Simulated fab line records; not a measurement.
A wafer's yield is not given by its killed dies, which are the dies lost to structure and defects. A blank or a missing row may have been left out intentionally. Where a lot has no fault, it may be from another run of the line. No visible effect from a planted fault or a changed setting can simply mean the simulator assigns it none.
fab line records	flow n5Finfet
record lots=24	wafers=72	lastDay=20
route steps=1938 shown BEOL_M0_CUTY@712 BEOL_M0@740 BEOL_M1@775
lots that met no fault: from a run of the same line without faults
startH: hours from the record's opening day to when the first of the lot's shown wafers began	waitH: how many hours have passed since the lot's step before this one	" identical to the entry in the row above	L1.1+2: several wafers, shown together as one row	- no value present, or no start provided	* or withheld: withheld	< > ~ a bound
route shown NAME@n: names a module that has steps shown in the file, with the first one's number in the route	usual: mean/standard deviation taken from wafers without a fault	same: alike in all rows	chamber/n: place in a boat	sites: the reading at each site	_std_site: how widely they spread, as a standard deviation	_edge_site: inner sites' mean taken away from outer sites' mean	radiusMm: how far each site lies from the wafer's centre	mask NAME#n: copy n	behind: tool/chamber where the wafer was last shaped	hold: reason for holding the lot/hours on hold/outcome of the hold	device: the n, p or np transistor that did not switch	end of line: tests run on the same wafers once the route is complete	step lacking rows: just its recipe	killed: dies lost to structure and defects at the first sort, not the wafer's yield	map: a wafer's dies, marking killed ones x, the rest . and places with no die _
set.NAME: the setting as run; set.NAME@STEP: as run at that earlier step	model.NAME: the simulator's own value behind a step, which no gauge read
route steps across a sampled set of lots; one table per step, one row per wafer
services: from which hour (startH, from the record's first day; less than 0 if before it) a tool's chamber was out of use, for how many hours, and why
## steps
# step N5_BEOL_M0_CUTY_ETCH_62
# recipe chemistry=CF4	target=SiARC	maskMaterial=CAR-ArF-block	timeS=58.5	ionEnergyEv=80	pressureMtorr=40	sourceW=545	biasW=36	Ar_flow_sccm=100	cf4FlowSccm=100	ends=cleared
# usual drypumpMotorCurrentA=5.6/0.47	etchRfOnTimeS=58.1/0.87	oesProductAu=0.73/0.065	rfVppV=184.4/1.3	showerheadPlenumPTorr=2.18/0.082	throttleValvePct=15.49/0.18
lot.wafer	tool	chamber	startH	waitH	drypumpMotorCurrentA	etchRfOnTimeS	oesProductAu	rfHoursCounterH	rfVppV	showerheadPlenumPTorr	throttleValvePct
L074.1	rieDiel-03	3	112.27	0.0	4.8	58.7	0.62	184	187.2	2.22	15.85
L074.4	"	0	"	"	5.5	58.2	0.60	230	184.7	2.11	15.66
L074.6	"	3	"	"	4.8	58.8	0.63	-	184.4	2.22	15.87
L075.1	rieDiel-01	1	121.27	0.0	5.1	57.5	0.78	19	186.4	2.28	15.46
L075.4	"	0	"	"	5.8	57.9	0.70	77	183.3	2.16	15.46
L075.5	"	2	"	"	5.3	57.8	0.82	-	186.8	2.28	15.40
L076.2	rieDiel-03	0	126.89	0.0	5.5	57.7	0.60	235	182.2	2.11	15.67
L076.3	"	3	"	"	4.8	58.4	0.62	189	184.1	2.22	15.88
L076.5	"	0	"	"	5.5	58.0	0.59	-	184.1	2.11	15.69
L077.1	rieDiel-04	3	131.05	0.0	6.0	59.6	0.59	238	183.6	2.03	15.94
L077.4	"	1	"	"	5.0	58.7	0.80	5	186.0	2.27	15.15
L077.5	"	0	"	"	5.3	58.4	0.79	-	182.7	2.10	15.39
L078.1	rieDiel-04	3	135.99	0.0	6.0	60.3	0.58	240	181.4	2.03	15.96
L078.4	"	1	"	"	5.0	59.2	0.79	6	184.5	2.27	15.17
L078.6	"	0	"	"	5.3	59.3	0.78	-	183.3	2.10	15.39
L079.4	rieDiel-01	0	141.90	0.0	5.7	58.5	0.70	80	183.6	2.16	15.46
L079.5	"	0	"	"	5.7	58.3	0.70	-	183.8	2.16	15.45
L079.6	"	3	"	"	6.3	56.9	0.79	-	183.3	2.11	15.50
L080.2	rieDiel-04	1	157.06	0.0	5.0	58.9	0.77	13	186.1	2.27	15.19
L080.3	"	0	"	"	5.3	59.0	0.77	29	182.8	2.10	15.42
L080.6	"	0	"	"	5.3	58.7	0.77	-	181.7	2.10	15.42
L081.1	rieDiel-01	2	158.09	0.0	5.3	58.0	0.81	11	185.8	2.28	15.40
L081.4	"	3	"	"	6.3	56.9	0.79	22	184.1	2.11	15.54
L081.5	"	0	"	"	5.7	58.4	0.70	-	184.7	2.16	15.47
L082.1	rieDiel-01	3	161.96	0.0	6.3	57.1	0.78	23	183.1	2.10	15.54
L082.5	"	1	"	"	5.1	58.0	0.76	-	185.5	2.27	15.48
L082.6	"	0	"	"	5.8	58.2	0.69	-	184.1	2.16	15.49
L083.1	rieDiel-04	0	168.75	0.0	5.3	58.9	0.77	32	184.1	2.10	15.43
L083.4	"	3	"	"	6.1	59.8	0.59	245	183.0	2.03	15.95
L083.6	"	0	"	"	5.3	58.8	0.77	-	183.9	2.10	15.44
L084.2	rieDiel-04	3	175.11	0.0	6.0	59.9	0.58	248	182.7	2.03	15.96
L084.3	"	0	"	"	5.4	58.7	0.76	35	182.6	2.10	15.42
L084.5	"	0	"	"	5.3	58.6	0.77	-	184.5	2.10	15.43
L086.1	rieDiel-01	0	187.58	0.0	5.7	58.1	0.69	96	184.4	2.16	15.49
L086.4	"	1	"	"	5.1	57.7	0.75	38	184.5	2.27	15.49
L086.5	"	3	"	"	6.3	57.1	0.76	-	184.4	2.10	15.56
L085.3	rieDiel-01	1	191.60	0.0	5.1	58.0	0.75	40	185.4	2.27	15.52
L085.4	"	3	"	"	6.3	56.9	0.77	33	184.1	2.10	15.55
L085.5	"	3	"	"	6.3	57.4	0.76	-	183.6	2.10	15.56
L087.4	rieDiel-04	0	196.29	0.0	5.3	58.9	0.75	-	183.7	2.09	15.44
L087.5	"	1	"	"	5.0	57.7	0.76	-	186.8	2.26	15.24
L087.6	"	2	"	"	6.1	57.2	0.69	-	184.2	2.16	15.39
L089.3	rieDiel-01	3	203.40	0.0	6.3	57.3	0.75	38	183.5	2.10	15.56
L089.4	"	2	"	"	5.3	58.2	0.76	27	184.9	2.27	15.42
L089.6	"	1	"	"	5.1	57.5	0.74	-	185.0	2.27	15.53
L088.1	rieDiel-04	1	207.77	0.0	5.0	58.0	0.73	34	185.5	2.26	15.23
L088.4	"	0	"	"	5.3	59.1	0.74	49	183.0	2.09	15.44
L088.6	"	3	"	"	6.0	56.2	0.86	-	186.8	2.28	15.51
L090.1	rieDiel-04	3	211.96	0.0	6.1	56.2	0.85	4	184.9	2.28	15.50
L090.5	"	0	"	"	5.3	59.1	0.74	-	184.2	2.09	15.46
L090.6	"	3	"	"	6.0	56.4	0.84	-	185.1	2.28	15.51
L091.2	rieDiel-03	0	217.03	0.0	5.5	58.2	0.81	13	181.8	2.10	15.25
L091.3	"	1	"	"	6.4	58.4	0.71	76	184.7	2.25	15.55
L091.4	"	3	"	"	4.8	58.8	0.61	213	184.7	2.21	15.91
L092.2	rieDiel-04	0	227.66	0.0	5.3	60.1	0.73	56	184.7	2.09	15.47
L092.4	"	3	"	"	6.0	57.3	0.82	8	185.1	2.28	15.51
L092.5	"	1	"	"	5.1	59.1	0.73	-	185.2	2.26	15.24
L093.2	rieDiel-01	3	228.95	0.0	6.3	56.9	0.75	45	182.5	2.10	15.59
L093.3	"	1	"	"	5.1	57.2	0.74	52	186.4	2.27	15.53
L093.4	"	0	"	"	5.8	58.2	0.68	109	185.6	2.15	15.52
L094.2	rieDiel-01	2	232.60	0.0	5.4	58.3	0.76	37	185.9	2.27	15.45
L094.4	"	0	"	"	5.8	58.8	0.67	111	184.3	2.15	15.52
L094.5	"	3	"	"	6.3	56.8	0.74	-	183.8	2.10	15.59
L095.1	rieDiel-01	3	241.18	0.0	6.3	57.4	0.73	51	183.2	2.10	15.62
L095.3	"	1	"	"	5.1	57.5	0.73	56	184.5	2.27	15.54
L095.6	"	0	"	"	5.7	58.3	0.67	-	184.6	2.15	15.53
L096.2	rieDiel-04	0	248.74	0.0	5.4	59.2	0.72	64	183.7	2.09	15.49
L096.4	"	3	"	"	6.1	56.7	0.81	17	185.7	2.28	15.54
L096.6	"	1	"	"	5.1	58.5	0.73	-	186.4	2.26	15.26
L097.1	rieDiel-04	1	270.88	0.0	5.1	58.0	0.72	57	184.6	2.25	15.28
L097.2	"	3	"	"	6.0	56.1	0.80	25	184.5	2.27	15.55
L097.5	"	0	"	"	5.3	58.1	0.72	-	182.1	2.09	15.51
# step N5_BEOL_M0_SPUTTER_141
# recipe material=Cu	targetThkA=40	tempC=-20	chamberPressurePa=0.07	powerW=withheld	timeS=7.37
# usual chamberPressurePa=0.07/0.00015	throttleValvePct=30.5/0.62
lot.wafer	tool	chamber	startH	waitH	chamberPressurePa	throttleValvePct
L074.1	pvdSputter-02	-	117.44	0.0	0.07	31.2
L074.4	"	-	"	"	0.07027	30.2
L074.6	"	-	"	"	0.07018	30.4
L075.1	pvdSputter-02	-	125.98	0.0	0.06971	29.9
L075.4	"	-	"	"	0.07011	31.2
L075.5	"	-	"	"	0.0699	29.8
L076.2	pvdSputter-02	-	134.98	0.0	0.07009	29.9
L076.3	"	-	"	"	0.07001	30.2
L076.5	"	-	"	"	0.0699	30.0
L077.1	pvdSputter-02	-	137.36	0.0	0.06998	29.9
L077.4	"	-	"	"	0.07003	29.9
L077.5	"	-	"	"	0.07004	29.8
L078.1	pvdSputter-01	-	139.74	0.0	0.07	31.6
L078.4	"	-	"	"	0.0699	31.7
L078.6	"	-	"	"	0.06999	30.3
L079.4	pvdSputter-01	-	148.96	0.0	0.07009	31.8
L079.5	"	-	"	"	0.07018	30.8
L079.6	"	-	"	"	0.06972	30.2
L081.1	pvdSputter-02	-	161.65	0.0	0.07003	30.3
L081.4	"	-	"	"	0.06998	30.2
L081.5	"	-	"	"	0.07007	31.1
L080.2	pvdSputter-03	-	162.89	0.0	0.07008	30.7
L080.3	"	-	"	"	0.06991	29.6
L080.6	"	-	"	"	0.07023	30.6
L082.1	pvdSputter-02	-	170.66	0.0	0.06996	31.0
L082.5	"	-	"	"	0.07019	30.2
L082.6	"	-	"	"	0.07019	30.3
L083.1	pvdSputter-01	-	176.34	0.0	0.07001	31.8
L083.4	"	-	"	"	0.06976	30.2
L083.6	"	-	"	"	0.0701	31.8
L084.2	pvdSputter-01	-	180.50	0.0	0.07001	30.8
L084.3	"	-	"	"	0.07	31.6
L084.5	"	-	"	"	0.06977	31.6
L086.1	pvdSputter-02	-	193.02	0.0	0.07003	31.1
L086.4	"	-	"	"	0.0702	29.9
L086.5	"	-	"	"	0.07002	30.0
L085.3	pvdSputter-02	-	195.84	0.0	0.06993	30.3
L085.4	"	-	"	"	0.07022	30.8
L085.5	"	-	"	"	0.06985	30.2
L087.4	pvdSputter-03	-	201.56	0.0	0.07	30.1
L087.5	"	-	"	"	0.06996	30.3
L087.6	"	-	"	"	0.06997	29.5
L089.3	pvdSputter-03	-	208.78	0.0	0.07022	30.5
L089.4	"	-	"	"	0.06989	30.9
L089.6	"	-	"	"	0.07021	29.5
L088.1	pvdSputter-01	-	213.06	0.0	0.06965	31.0
L088.4	"	-	"	"	0.06972	31.6
L088.6	"	-	"	"	0.06991	30.2
L090.1	pvdSputter-03	-	218.35	0.0	0.06965	29.7
L090.5	"	-	"	"	0.07007	30.2
L090.6	"	-	"	"	0.06997	30.2
L091.2	pvdSputter-03	-	221.57	0.0	0.06977	30.2
L091.3	"	-	"	"	0.07009	29.6
L091.4	"	-	"	"	0.07	30.2
L092.2	pvdSputter-02	-	233.59	0.0	0.07014	29.8
L092.4	"	-	"	"	0.0702	29.9
L092.5	"	-	"	"	0.07017	30.2
L093.2	pvdSputter-01	-	237.00	0.0	0.07016	31.3
L093.3	"	-	"	"	0.06995	30.9
L093.4	"	-	"	"	0.07004	31.5
L094.2	pvdSputter-03	-	241.67	0.0	0.06986	29.6
L094.4	"	-	"	"	0.0699	30.1
L094.5	"	-	"	"	0.07008	30.9
L095.1	pvdSputter-01	-	246.29	0.0	0.06992	30.4
L095.3	"	-	"	"	0.06991	31.6
L095.6	"	-	"	"	0.0701	30.0
L096.2	pvdSputter-02	-	252.64	0.0	0.07018	30.9
L096.4	"	-	"	"	0.06984	30.0
L096.6	"	-	"	"	0.07022	31.0
L097.1	pvdSputter-03	-	277.11	0.0	0.07001	30.4
L097.2	"	-	"	"	0.07009	29.4
L097.5	"	-	"	"	0.07	30.2
# step N5_BEOL_M0_INSPECT_127
# recipe inspectInstrument=darkfield	mode=postDep
# usual rawDefectCount=66/23
lot.wafer	tool	chamber	startH	waitH	rawDefectCount
L074.1	defectInspect-01	-	118.60	0.0	99
L074.4	"	-	"	"	58
L074.6	"	-	"	"	79
L075.1	defectInspect-01	-	127.11	0.0	54
L075.4	"	-	"	"	125
L075.5	"	-	"	"	61
L076.2	defectInspect-01	-	136.48	0.0	70
L076.3	"	-	"	"	54
L076.5	"	-	"	"	76
L077.1	defectInspect-01	-	138.43	0.0	33
L077.4	"	-	"	"	66
L077.5	"	-	"	"	60
L078.1	defectInspect-01	-	140.82	0.0	75
L078.4	"	-	"	"	109
L078.6	"	-	"	"	116
L079.4	defectInspect-01	-	150.04	0.0	98
L079.5	"	-	"	"	85
L079.6	"	-	"	"	68
L081.1	defectInspect-02	-	162.85	0.0	73
L081.4	"	-	"	"	48
L081.5	"	-	"	"	44
L080.2	defectInspect-01	-	163.96	0.0	36
L080.3	"	-	"	"	40
L080.6	"	-	"	"	47
L082.1	defectInspect-02	-	171.73	0.0	86
L082.5	"	-	"	"	69
L082.6	"	-	"	"	92
L083.1	defectInspect-01	-	177.41	0.0	63
L083.4	"	-	"	"	37
L083.6	"	-	"	"	86
L084.2	defectInspect-02	-	181.64	0.0	42
L084.3	"	-	"	"	55
L084.5	"	-	"	"	58
L086.1	defectInspect-02	-	194.12	0.0	59
L086.4	"	-	"	"	44
L086.5	"	-	"	"	75
L085.3	defectInspect-02	-	196.92	0.0	106
L085.4	"	-	"	"	63
L085.5	"	-	"	"	61
L087.4	defectInspect-02	-	203.52	0.0	87
L087.5	"	-	"	"	37
L087.6	"	-	"	"	40
L089.3	defectInspect-01	-	210.00	0.0	44
L089.4	"	-	"	"	60
L089.6	"	-	"	"	37
L088.1	defectInspect-02	-	214.14	0.0	79
L088.4	"	-	"	"	56
L088.6	"	-	"	"	56
L090.1	defectInspect-02	-	219.77	0.0	33
L090.5	"	-	"	"	80
L090.6	"	-	"	"	48
L091.2	defectInspect-01	-	222.65	0.0	116
L091.3	"	-	"	"	42
L091.4	"	-	"	"	56
L092.2	defectInspect-01	-	234.71	0.0	85
L092.4	"	-	"	"	78
L092.5	"	-	"	"	91
L093.2	defectInspect-02	-	238.23	0.0	73
L093.3	"	-	"	"	139
L093.4	"	-	"	"	60
L094.2	defectInspect-02	-	243.08	0.0	60
L094.4	"	-	"	"	112
L094.5	"	-	"	"	98
L095.1	defectInspect-02	-	247.96	0.0	75
L095.3	"	-	"	"	51
L095.6	"	-	"	"	72
L096.2	defectInspect-01	-	253.88	0.0	55
L096.4	"	-	"	"	45
L096.6	"	-	"	"	55
L097.1	defectInspect-01	-	278.24	0.0	67
L097.2	"	-	"	"	53
L097.5	"	-	"	"	36
# step N5_BEOL_M1_STRIP_19
# recipe chemistry=O2	powerW=400	tempC=40	pressureMtorr=30	rfFrequencyHz=6e+07	biasPowerW=0	overashFraction=0.2	o2FlowSccm=225
# usual drypumpMotorCurrentA=5.8/0.51	o2FlowSccm=225.0/0.59	oesProductAu=0.80/0.071	rfVppV=3.6/0.48	showerheadPlenumPTorr=2.10/0.068	throttleValvePct=16.60/0.18
lot.wafer	tool	chamber	startH	waitH	drypumpMotorCurrentA	o2FlowSccm	oesProductAu	rfHoursCounterH	rfVppV	showerheadPlenumPTorr	throttleValvePct
L074.1	rieDiel-02	2	121.45	0.1	6.1	226.2	0.85	44	3.5	2.14	16.66
L074.4	"	1	"	"	6.4	225.3	0.92	12	3.5	2.25	16.50
L074.6	"	2	"	"	6.1	225.4	0.86	-	4.2	2.14	16.65
L075.1	rieDiel-02	2	130.15	0.2	6.1	224.8	0.86	47	3.2	2.14	16.68
L075.4	"	1	"	"	6.4	224.5	0.92	15	3.6	2.25	16.54
L075.5	"	2	"	"	6.1	225.1	0.86	-	3.3	2.14	16.66
L076.2	rieDiel-06	3	137.73	0.1	5.8	225.9	0.82	92	3.9	2.04	16.78
L076.3	"	0	"	"	6.2	225.4	0.71	213	3.9	2.08	16.53
L076.5	"	3	"	"	5.8	225.5	0.83	-	4.4	2.04	16.79
L077.1	rieDiel-06	3	140.32	0.1	5.9	224.4	0.82	93	4.1	2.04	16.80
L077.4	"	1	"	"	5.2	224.7	0.84	-	3.2	2.04	16.62
L077.5	"	0	"	"	6.2	224.7	0.71	-	4.7	2.08	16.53
L078.1	rieDiel-05	1	143.38	0.1	5.9	224.7	0.75	143	3.3	2.10	16.43
L078.4	"	3	"	"	5.8	225.1	0.77	-	2.9	2.20	16.40
L078.6	"	2	"	"	5.3	224.7	0.94	-	4.1	2.05	16.39
L079.4	rieDiel-05	3	152.33	0.1	5.8	226.0	0.77	135	3.6	2.20	16.41
L079.5	"	1	"	"	6.0	224.3	0.76	-	3.7	2.10	16.43
L079.6	"	2	"	"	5.3	225.0	0.94	-	4.0	2.05	16.39
L081.1	rieDiel-06	0	167.04	0.2	6.2	224.5	0.71	221	4.4	2.07	16.55
L081.4	"	1	"	"	5.3	224.6	0.82	85	3.7	2.04	16.62
L081.5	"	2	"	"	6.6	225.5	0.70	-	3.1	2.07	16.94
L080.2	rieDiel-02	2	167.31	0.1	6.1	226.5	0.84	57	2.8	2.14	16.69
L080.3	"	0	"	"	5.7	224.6	0.82	91	3.6	2.13	16.33
L080.6	"	1	"	"	6.4	225.0	0.90	-	3.8	2.24	16.54
L082.1	rieDiel-06	2	173.13	0.1	6.6	224.7	0.70	232	3.5	2.07	16.92
L082.5	"	3	"	"	5.8	224.8	0.80	-	4.2	2.04	16.83
L082.6	"	2	"	"	6.6	224.5	0.69	-	4.5	2.07	16.92
L083.1	rieDiel-02	1	181.06	0.5	6.4	224.7	0.90	29	4.4	2.24	16.54
L083.4	"	0	"	"	5.8	225.6	0.82	-	3.9	2.12	16.34
L083.6	"	2	"	"	6.1	224.3	0.83	-	3.5	2.13	16.70
L084.2	rieDiel-06	1	184.95	0.1	5.2	225.6	0.83	90	2.8	2.04	16.62
L084.3	"	0	"	"	6.2	224.7	0.70	225	3.5	2.07	16.55
L084.5	"	2	"	"	6.6	225.2	0.70	-	3.5	2.07	16.92
L086.1	rieDiel-02	3	195.89	0.1	4.7	224.8	0.83	65	4.0	2.03	16.33
L086.4	"	2	"	"	6.1	224.8	0.83	-	4.0	2.13	16.71
L086.5	"	3	"	"	4.7	224.2	0.83	-	3.6	2.03	16.33
L085.3	rieDiel-05	2	200.21	0.1	5.3	225.4	0.91	34	3.5	2.05	16.43
L085.4	"	0	"	"	5.1	224.1	0.75	165	4.1	2.18	16.54
L085.5	"	1	"	"	6.0	224.9	0.75	-	3.3	2.09	16.46
L087.4	rieDiel-06	2	206.88	0.1	6.6	225.8	0.70	242	3.3	2.07	16.94
L087.5	"	0	"	"	6.2	225.0	0.70	-	2.8	2.07	16.57
L087.6	"	1	"	"	5.2	224.9	0.80	-	3.1	2.04	16.64
L089.3	rieDiel-06	2	211.81	0.3	6.6	224.5	0.70	243	3.7	2.07	16.93
L089.4	"	1	"	"	5.2	224.4	0.80	98	3.1	2.04	16.63
L089.6	"	0	"	"	6.2	225.0	0.69	-	3.7	2.07	16.57
L088.1	rieDiel-06	0	215.33	0.1	6.2	224.0	0.70	234	3.8	2.07	16.56
L088.4	"	2	"	"	6.6	225.4	0.69	244	4.4	2.07	16.95
L088.6	"	2	"	"	6.6	226.3	0.69	-	3.0	2.07	16.94
L090.1	rieDiel-05	3	222.73	0.1	5.8	225.2	0.75	158	3.3	2.20	16.47
L090.5	"	2	"	"	5.3	224.1	0.90	-	4.3	2.04	16.44
L090.6	"	3	"	"	5.8	225.1	0.74	-	3.6	2.20	16.45
L091.2	rieDiel-06	3	224.29	0.1	5.8	224.7	0.79	114	3.1	2.03	16.82
L091.3	"	0	"	"	6.2	224.3	0.70	236	3.7	2.07	16.58
L091.4	"	1	"	"	5.2	224.1	0.80	102	3.7	2.04	16.64
L092.2	rieDiel-05	1	236.75	0.1	6.0	225.2	0.73	171	3.3	2.09	16.48
L092.4	"	2	"	"	5.3	225.0	0.89	45	3.0	2.04	16.45
L092.5	"	0	"	"	5.0	226.2	0.75	-	3.8	2.18	16.55
L093.2	rieDiel-05	1	242.15	0.1	6.0	224.7	0.74	173	3.6	2.09	16.48
L093.3	"	2	"	"	5.3	225.1	0.89	47	3.7	2.04	16.44
L093.4	"	0	"	"	5.0	225.0	0.75	177	4.2	2.18	16.55
L094.2	rieDiel-02	3	245.21	0.1	4.7	223.9	0.81	81	3.4	2.02	16.36
L094.4	"	2	"	"	6.1	224.6	0.81	85	4.4	2.13	16.75
L094.5	"	1	"	"	6.4	224.7	0.85	-	4.5	2.23	16.58
L095.1	rieDiel-02	3	251.09	0.2	4.8	225.2	0.81	82	3.4	2.02	16.36
L095.3	"	1	"	"	6.4	224.3	0.85	53	2.8	2.23	16.59
L095.6	"	0	"	"	5.7	225.6	0.80	-	4.1	2.12	16.38
L096.2	rieDiel-06	3	256.37	0.1	5.8	224.3	0.78	128	2.7	2.03	16.88
L096.4	"	3	"	"	5.8	224.9	0.78	-	2.5	2.03	16.85
L096.6	"	1	"	"	5.2	225.8	0.79	-	3.5	2.03	16.66
L097.1	rieDiel-06	3	280.38	0.1	5.8	225.6	0.77	136	3.3	2.02	16.88
L097.2	"	2	"	"	6.6	225.6	0.97	4	4.0	2.06	16.51
L097.5	"	2	"	"	6.6	224.3	0.97	-	4.0	2.06	16.52
# step N5_BEOL_M1_CD_MEAS_35
# recipe targetCdNm=18	targetCdYNm=21	polarity=opening
# usual cdNm=18.0/0.31
lot.wafer	tool	chamber	startH	waitH	cdNm
L074.1	cdSem-01	-	129.58	0.0	18.1
L074.4	"	-	"	"	18.1
L074.6	"	-	"	"	18.5
L075.1	cdSem-02	-	139.58	0.0	18.1
L075.4	"	-	"	"	18.6
L075.5	"	-	"	"	18.6
L076.2	cdSem-01	-	139.78	0.0	17.9
L076.3	"	-	"	"	17.8
L076.5	"	-	"	"	18.0
L077.1	cdSem-02	-	145.45	0.0	18.2
L077.4	"	-	"	"	18.1
L077.5	"	-	"	"	17.7
L078.1	cdSem-02	-	145.92	0.0	17.9
L078.4	"	-	"	"	17.9
L078.6	"	-	"	"	17.7
L079.4	cdSem-03	-	155.91	0.0	17.9
L079.5	"	-	"	"	18.4
L079.6	"	-	"	"	18.1
L081.1	cdSem-02	-	181.00	0.0	18.2
L081.4	"	-	"	"	18.0
L081.5	"	-	"	"	17.3
L080.2	cdSem-03	-	181.33	0.0	17.9
L080.3	"	-	"	"	17.7
L080.6	"	-	"	"	18.2
L083.1	cdSem-02	-	184.35	0.0	17.8
L083.4	"	-	"	"	17.1
L083.6	"	-	"	"	18.0
L082.1	cdSem-02	-	184.58	0.0	18.3
L082.5	"	-	"	"	17.1
L082.6	"	-	"	"	18.2
L084.2	cdSem-03	-	189.62	0.0	17.7
L084.3	"	-	"	"	17.9
L084.5	"	-	"	"	17.1
L085.3	cdSem-01	-	205.15	0.0	17.4
L085.4	"	-	"	"	17.6
L085.5	"	-	"	"	17.9
L086.1	cdSem-03	-	206.21	0.0	17.8
L086.4	"	-	"	"	18.1
L086.5	"	-	"	"	17.8
L087.4	cdSem-02	-	214.75	0.0	18.2
L087.5	"	-	"	"	18.3
L087.6	"	-	"	"	17.8
L089.3	cdSem-02	-	218.37	0.0	17.8
L089.4	"	-	"	"	17.8
L089.6	"	-	"	"	18.3
L088.1	cdSem-02	-	222.45	0.0	18.3
L088.4	"	-	"	"	17.9
L088.6	"	-	"	"	17.9
L090.1	cdSem-02	-	232.93	0.0	18.1
L090.5	"	-	"	"	17.7
L090.6	"	-	"	"	17.8
L091.2	cdSem-03	-	235.98	0.0	18.0
L091.3	"	-	"	"	18.5
L091.4	"	-	"	"	18.2
L092.2	cdSem-01	-	251.44	0.0	18.1
L092.4	"	-	"	"	17.9
L092.5	"	-	"	"	18.0
L093.2	cdSem-02	-	255.46	0.0	17.8
L093.3	"	-	"	"	17.9
L093.4	"	-	"	"	17.8
L094.2	cdSem-02	-	256.31	0.0	17.8
L094.4	"	-	"	"	18.0
L094.5	"	-	"	"	17.6
L095.1	cdSem-01	-	269.02	0.0	18.0
L095.3	"	-	"	"	18.1
L095.6	"	-	"	"	18.0
L096.2	cdSem-01	-	278.84	0.0	18.0
L096.4	"	-	"	"	17.5
L096.6	"	-	"	"	17.7
L097.1	cdSem-03	-	291.58	0.0	17.7
L097.2	"	-	"	"	18.4
L097.5	"	-	"	"	17.7
# step N5_BEOL_M1_SPUTTER_96
# recipe material=Cu	targetThkA=45	tempC=-20	chamberPressurePa=0.07	powerW=withheld	timeS=8.29
# usual chamberPressurePa=0.07001/0.00015	throttleValvePct=30.5/0.67
lot.wafer	tool	chamber	startH	waitH	chamberPressurePa	throttleValvePct
L074.1	pvdSputter-02	-	132.42	0.1	0.06993	30.1
L074.4	"	-	"	"	0.07009	29.9
L074.6	"	-	"	"	0.06978	31.1
L075.1	pvdSputter-01	-	142.10	0.1	0.06989	31.7
L075.4	"	-	"	"	0.07008	30.9
L075.5	"	-	"	"	0.06995	30.1
L076.2	pvdSputter-02	-	143.94	0.1	0.06991	30.1
L076.3	"	-	"	"	0.07001	30.1
L076.5	"	-	"	"	0.06994	31.0
L077.1	pvdSputter-03	-	148.65	0.1	0.07002	30.3
L077.4	"	-	"	"	0.07021	29.3
L077.5	"	-	"	"	0.07015	30.1
L078.1	pvdSputter-03	-	150.49	0.1	0.07001	30.0
L078.4	"	-	"	"	0.06992	30.7
L078.6	"	-	"	"	0.06982	30.6
L079.4	pvdSputter-02	-	158.81	0.1	0.07009	31.2
L079.5	"	-	"	"	0.07003	29.9
L079.6	"	-	"	"	0.06972	30.2
L081.1	pvdSputter-03	-	184.10	0.1	0.07021	29.5
L081.4	"	-	"	"	0.07014	29.9
L081.5	"	-	"	"	0.07009	30.6
L080.2	pvdSputter-02	-	184.60	0.1	0.06981	30.4
L080.3	"	-	"	"	0.07004	29.9
L080.6	"	-	"	"	0.06999	29.9
L083.1	pvdSputter-01	-	187.20	0.1	0.07031	31.6
L083.4	"	-	"	"	0.06998	30.2
L083.6	"	-	"	"	0.06996	31.8
L082.1	pvdSputter-03	-	187.56	0.1	0.06969	29.1
L082.5	"	-	"	"	0.07	30.6
L082.6	"	-	"	"	0.06971	29.4
L084.2	pvdSputter-03	-	192.37	0.1	0.07001	30.7
L084.3	"	-	"	"	0.07008	29.7
L084.5	"	-	"	"	0.07044	30.6
L085.3	pvdSputter-03	-	208.34	0.1	0.06988	30.3
L085.4	"	-	"	"	0.07008	29.5
L085.5	"	-	"	"	0.07026	29.3
L086.1	pvdSputter-01	-	209.40	0.1	0.06971	30.4
L086.4	"	-	"	"	0.07009	30.7
L086.5	"	-	"	"	0.06982	30.4
L087.4	pvdSputter-01	-	217.92	0.1	0.0705	31.1
L087.5	"	-	"	"	0.07026	30.9
L087.6	"	-	"	"	0.06999	31.4
L089.3	pvdSputter-03	-	221.13	0.1	0.07009	30.4
L089.4	"	-	"	"	0.07007	29.4
L089.6	"	-	"	"	0.06992	30.2
L088.1	pvdSputter-01	-	225.48	0.1	0.06993	30.1
L088.4	"	-	"	"	0.06979	31.4
L088.6	"	-	"	"	0.06981	31.9
L090.1	pvdSputter-02	-	236.33	0.1	0.06994	30.1
L090.5	"	-	"	"	0.07003	30.2
L090.6	"	-	"	"	0.06997	30.0
L091.2	pvdSputter-02	-	240.45	0.1	0.07034	29.7
L091.3	"	-	"	"	0.0702	30.0
L091.4	"	-	"	"	0.07015	30.1
L092.2	pvdSputter-01	-	255.63	0.1	0.07019	31.5
L092.4	"	-	"	"	0.07009	31.6
L092.5	"	-	"	"	0.06998	30.8
L093.2	pvdSputter-02	-	258.32	0.1	0.07005	29.9
L093.3	"	-	"	"	0.07031	30.1
L093.4	"	-	"	"	0.07002	29.5
L094.2	pvdSputter-02	-	260.68	0.1	0.06997	29.6
L094.4	"	-	"	"	0.0699	30.2
L094.5	"	-	"	"	0.06987	30.2
L095.1	pvdSputter-01	-	271.92	0.1	0.07001	31.8
L095.3	"	-	"	"	0.07009	31.2
L095.6	"	-	"	"	0.06996	31.0
L096.2	pvdSputter-03	-	282.37	0.1	0.07012	30.3
L096.4	"	-	"	"	0.06992	30.1
L096.6	"	-	"	"	0.07023	30.8
L097.1	pvdSputter-01	-	294.01	0.1	0.07008	31.2
L097.2	"	-	"	"	0.07005	31.7
L097.5	"	-	"	"	0.06993	31.5
## services
tool	chamber	startH	hours	kind
pvdSputter-01	-	88.43	11.4	repair
rieDiel-04	1	92.78	-	clean
rieDiel-04	1	92.78	-	consumableReplace:focusRing
rieDiel-04	1	92.78	-	consumableReplace:showerhead
rieDiel-04	1	92.78	18.6	scheduledDown
rieDiel-04	1	92.78	18.6	ventCycle
rieDiel-02	0	96.26	6.7	repair
rieDiel-02	-	97.17	0.2	repair
rieDiel-04	3	103.26	4.3	repair
rieDiel-02	-	112.60	2.8	pm
pvdSputter-01	-	115.28	5.0	repair
rieDiel-06	2	128.81	12.8	repair
rieDiel-01	-	129.43	10.9	repair
pvdSputter-01	-	137.31	1.3	repair
rieDiel-04	3	138.33	9.4	repair
rieDiel-06	-	143.51	0.7	repair
rieDiel-01	2	143.52	8.2	repair
pvdSputter-03	-	164.50	2.8	repair
rieDiel-02	3	173.20	15.3	repair
rieDiel-04	3	182.81	-	clean
rieDiel-02	0	191.16	13.6	repair
rieDiel-01	0	264.71	3.7	repair
rieDiel-05	1	268.62	5.2	repair
rieDiel-04	1	294.03	23.1	repair
## key
fault none
